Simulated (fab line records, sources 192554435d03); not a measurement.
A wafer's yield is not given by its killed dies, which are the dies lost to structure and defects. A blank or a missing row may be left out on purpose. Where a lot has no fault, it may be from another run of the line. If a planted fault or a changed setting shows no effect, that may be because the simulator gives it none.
The same fault as seen by 2 desks || flow n5Finfet || what lay behind the numbers comes last; until then each desk has only its own

## FROM THE METROLOGY DESK
What the gauges read, lot by lot, whatever tool the lot ran on: means of the sampled wafers that have a number. The brackets show how far a lot's mean lies from the usual mean; more than 4 standard deviations puts the lot out of limits, marked OUT.
Columns: A = cdNm at N5_BEOL_M10_CD_MEAS_18, usual 69.7 nm; B = V9_OVL at N5_BEOL_M10_OVL_MEAS_29, usual -0.5 nm
{"lot": "L904", "first seen here": "day 14 08:34", "A": 71.4, "B": -0.6}
{"lot": "L902", "first seen here": "day 14 15:36", "A": 71.7, "B": -0.9}
{"lot": "L903", "first seen here": "day 14 16:17", "A": 68.9, "B": -0.4}
{"lot": "L905", "first seen here": "day 14 22:52", "A": 69.8, "B": -0.8}
{"lot": "L907", "first seen here": "day 15 00:09", "A": 70.2, "B": -0.8}
{"lot": "L911", "first seen here": "day 15 19:40", "A": 69.6, "B": -0.4}
{"lot": "L912", "first seen here": "day 16 15:56", "A": 68.6, "B": -0.2}
{"lot": "L914", "first seen here": "day 16 16:22", "A": 68.5, "B": -0.5}
{"lot": "L919", "first seen here": "day 17 11:25", "A": 70.0, "B": 0.3}
{"lot": "L921", "first seen here": "day 18 17:20", "A": 71.7, "B": -0.5}
{"lot": "L923", "first seen here": "day 19 07:16", "A": 70.7, "B": -0.4}
{"lot": "L924", "first seen here": "day 19 09:05", "A": 68.9, "B": -0.4}
Result from this desk: across the 12 lots, nothing is out of limits.

## THE TOOL OWNER'S DESK: rieDiel-04
The tool's own readings at N5_BEOL_M10_STRIP_77 (strips in N2/H2, time 10 s): means of the sampled wafers that have a number, for each lot that ran on this tool. The brackets show how far a lot's mean lies from the usual mean; more than 4 standard deviations puts the lot out of limits, marked OUT. Readings shown: 7 out of 8 (the first out of limits, and those lying furthest out on some lot).
Columns: A = biasPowerW at N5_BEOL_M10_STRIP_77, usual 7.001 W; B = chamberPressureMTorr at N5_BEOL_M10_STRIP_77, usual 20.000 mTorr; C = drypumpMotorCurrentA at N5_BEOL_M10_STRIP_77, usual 5.9 A; D = rfVppV at N5_BEOL_M10_STRIP_77, usual 59.2 V; E = showerheadPlenumPTorr at N5_BEOL_M10_STRIP_77, usual 2.56 Torr; F = tempC at N5_BEOL_M10_STRIP_77, usual 40.00 C; G = throttleValvePct at N5_BEOL_M10_STRIP_77, usual 23.6 %
{"lot": "L904", "first seen here": "day 14 09:59", "A": 6.992, "B": 20.007, "C": 5.9, "D": 59.2, "E": 2.57, "F": 39.97, "G": 23.7}
{"lot": "L902", "first seen here": "day 14 16:44", "A": 7.002, "B": 20.001, "C": 5.5, "D": 59.2, "E": 2.51, "F": 40.07, "G": 23.6}
{"lot": "L903", "first seen here": "day 14 18:20", "A": 6.984, "B": 20.006, "C": 5.7, "D": 58.8, "E": 2.54, "F": 40.01, "G": 23.8}
{"lot": "L907", "first seen here": "day 15 01:05", "A": 6.949, "B": 19.978, "C": 5.9, "D": 59.6, "E": 2.57, "F": 39.98, "G": 23.7}
{"lot": "L911", "first seen here": "day 15 22:38", "A": 6.989, "B": "25.997 (+99 or more) OUT", "C": 5.9, "D": 58.5, "E": 2.56, "F": 40.10, "G": 23.9}
{"lot": "L912", "first seen here": "day 16 17:44", "A": 7.017, "B": "25.984 (+99 or more) OUT", "C": 5.5, "D": 59.2, "E": 2.53, "F": 40.07, "G": 23.5}
{"lot": "L914", "first seen here": "day 16 18:12", "A": 7.007, "B": "25.985 (+99 or more) OUT", "C": 5.5, "D": 59.1, "E": 2.53, "F": 40.03, "G": 23.5}
{"lot": "L921", "first seen here": "day 18 19:25", "A": 7.027, "B": 19.978, "C": 6.0, "D": 59.3, "E": 2.58, "F": 40.00, "G": 23.7}
This desk's verdict: out of limits on L911, L912, L914, starting with L911 at day 15 22:38 (chamberPressureMTorr at N5_BEOL_M10_STRIP_77). L904, L902, L903, L907, L921: within limits.

## BROUGHT TOGETHER
At day 15 22:38, on L911, L912, L914, the tool owner's desk was in a position to raise an alarm.
Metrology desk: nothing out of limits seen.
The metrology desk has L911, L912, L914 on record, within its limits.
The lots listed all ran N5_BEOL_M10_STRIP_77 on rieDiel-04.

## WHAT THE SIMULATOR PUT IN
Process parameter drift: rieDiel-04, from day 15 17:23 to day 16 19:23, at N5_BEOL_M10_STRIP_77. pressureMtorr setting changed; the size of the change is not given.
Shown lots that were struck: L911, L912, L914.
Delay in hours, fault start to first out-of-limits reading, by desk: the tool owner's desk at 5.
